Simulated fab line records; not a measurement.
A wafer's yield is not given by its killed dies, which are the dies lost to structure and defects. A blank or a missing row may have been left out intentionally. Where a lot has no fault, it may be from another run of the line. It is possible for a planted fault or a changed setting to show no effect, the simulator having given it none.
Split-lot study -- flow n5 finfet -- 39 wafers read across 7 lots, on a route 1938 steps long

SPLIT DETAILS
At N5_SD_EPI_N_EXPOSE_06 (exposes mask SD N BLK, target cd 120 nm), the setting dose mj was moved away from the recipe's 39.75 on 18 of the 39 wafers read, by -7.1% to +6.9%. All remaining wafers had this setting at the recipe value.

FROM THE SPLIT TO THE READING: what the file shows between them, 2 steps
- N5_SD_EPI_N_PEB_07: peb time 60 s
- N5_SD_EPI_N_DEVELOP_08: develop time 30 s

THE READING
cd nm at N5_SD_EPI_N_CD_MEAS_09, given in nm (cd target 120 nm). Typical for fault-free wafers on this fab line: 119.3 nm, with standard deviation 1.1 nm.

wafer,"tool, chamber at the split",dose mj as run,against the recipe,"cd nm, nm",against lot-mates on the recipe
L076.1,"arfi scanner-02, 0",42.51,+6.9%,121.8,+2.9
L076.2,"arfi scanner-02, 0",39.75,recipe,118.6,-
L076.3,"arfi scanner-02, 0",39.75,recipe,119.2,-
L076.4,"arfi scanner-02, 0",42.51,+6.9%,121.1,+2.2
L076.5,"arfi scanner-02, 0",42.51,+6.9%,122.3,+3.4
L076.6,"arfi scanner-02, 0",39.75,recipe,118.8,-
L082.1,"arfi scanner-02, 0",39.75,recipe,119.2,-
L082.2,"arfi scanner-02, 0",39.75,recipe,119.6,-
L082.3,"arfi scanner-02, 0",41.6,+4.7%,121.5,+2.1
L082.4,"arfi scanner-02, 0",41.6,+4.7%,123.7,+4.3
L082.5,"arfi scanner-02, 0",41.6,+4.7%,122.8,+3.4
L082.6,"arfi scanner-02, 0",39.75,recipe,119.5,-
L088.1,"arfi scanner-02, 0",40.91,+2.9%,119.6,+1.0
L088.2,"arfi scanner-02, 0",40.91,+2.9%,120.1,+1.5
L088.3,"arfi scanner-02, 0",40.91,+2.9%,121.2,+2.6
L088.4,"arfi scanner-02, 0",39.75,recipe,119.7,-
L088.5,"arfi scanner-02, 0",39.75,recipe,118.2,-
L088.6,"arfi scanner-02, 0",39.75,recipe,118.0,-
L091.1,"arfi scanner-01, 0",39.75,recipe,119.1,-
L091.4,"arfi scanner-01, 0",39.75,recipe,118.4,-
L091.6,"arfi scanner-01, 0",39.75,recipe,120.0,-
L092.1,"arfi scanner-01, 0",41.52,+4.5%,122.8,+3.8
L092.2,"arfi scanner-01, 0",39.75,recipe,119.0,-
L092.3,"arfi scanner-01, 0",39.75,recipe,119.7,-
L092.4,"arfi scanner-01, 0",41.52,+4.5%,122.1,+3.1
L092.5,"arfi scanner-01, 0",41.52,+4.5%,122.5,+3.5
L092.6,"arfi scanner-01, 0",39.75,recipe,118.3,-
L095.1,"arfi scanner-02, 0",36.98,-7.0%,116.6,-3.6
L095.2,"arfi scanner-02, 0",39.75,recipe,119.8,-
L095.3,"arfi scanner-02, 0",36.98,-7.0%,115.3,-4.9
L095.4,"arfi scanner-02, 0",39.75,recipe,120.3,-
L095.5,"arfi scanner-02, 0",39.75,recipe,120.4,-
L095.6,"arfi scanner-02, 0",36.98,-7.0%,116.0,-4.2
L096.1,"arfi scanner-03, 0",36.93,-7.1%,114.3,-4.3
L096.2,"arfi scanner-03, 0",39.75,recipe,119.5,-
L096.3,"arfi scanner-03, 0",39.75,recipe,118.1,-
L096.4,"arfi scanner-03, 0",36.93,-7.1%,112.9,-5.7
L096.5,"arfi scanner-03, 0",39.75,recipe,118.3,-
L096.6,"arfi scanner-03, 0",36.93,-7.1%,114.2,-4.4

FIT RESULTS
A straight line over all 39 wafers: cd nm changes by +0.573 nm for each +1% of dose mj; r = +0.92; the points scatter about the line by 0.97 nm.
The same after taking each lot's own level away (the mean of its wafers on the recipe; 39 wafers): +0.604 nm for each +1%; r = +0.95; scatter 0.75 nm.
On that fit, the largest move of dose mj shifts the reading by 4.3 nm.
The span of the lots' own levels, 118.63 to 120.17 nm, comes to 1.4 times the standard deviation stated above.
So the lot-to-lot level changes the slope little: the two slopes agree.
Check: -4.35 nm against its lot-mates is what the line predicts for one of the wafers moved furthest among these (-7.1%) when that wafer is left out of the fit. Against them it came out at -4.33 nm.

OTHER SPLITS APPLIED TO THESE WAFERS
Before the reading, these wafers also passed through other splits. Each is held against what the fit with the lots' levels taken away leaves over:
other split on the same wafers,wafers away from the commonest value,r with cd nm (lot level and that fit taken away)
N5_PMOS_HMC_CHANNEL_EPI_EPI_20 pressure torr,33,-0.03
N5_DUMMY_GATE_ETCH_37 source w,15,+0.00

THE WHOLE CHAIN: every reading that the file lists as answering this split, in the file's order
step,what it does,reading,change (the file's fit),r (the file's)
N5_SD_EPI_N_CD_MEAS_09,target cd 120 nm,cd nm,+0.603 nm for each +1% of the setting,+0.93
N5_SD_EPI_N_DESCUM_14,"chemistry O2, time 7.9 s","SD_EPI_N.cd nm (the simulator's own value, which no gauge read)",+0.592 nm for each +1% of the setting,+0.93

FILE'S OWN FIT
cd nm changes by +0.603 nm for each +1% of dose mj, r = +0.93.
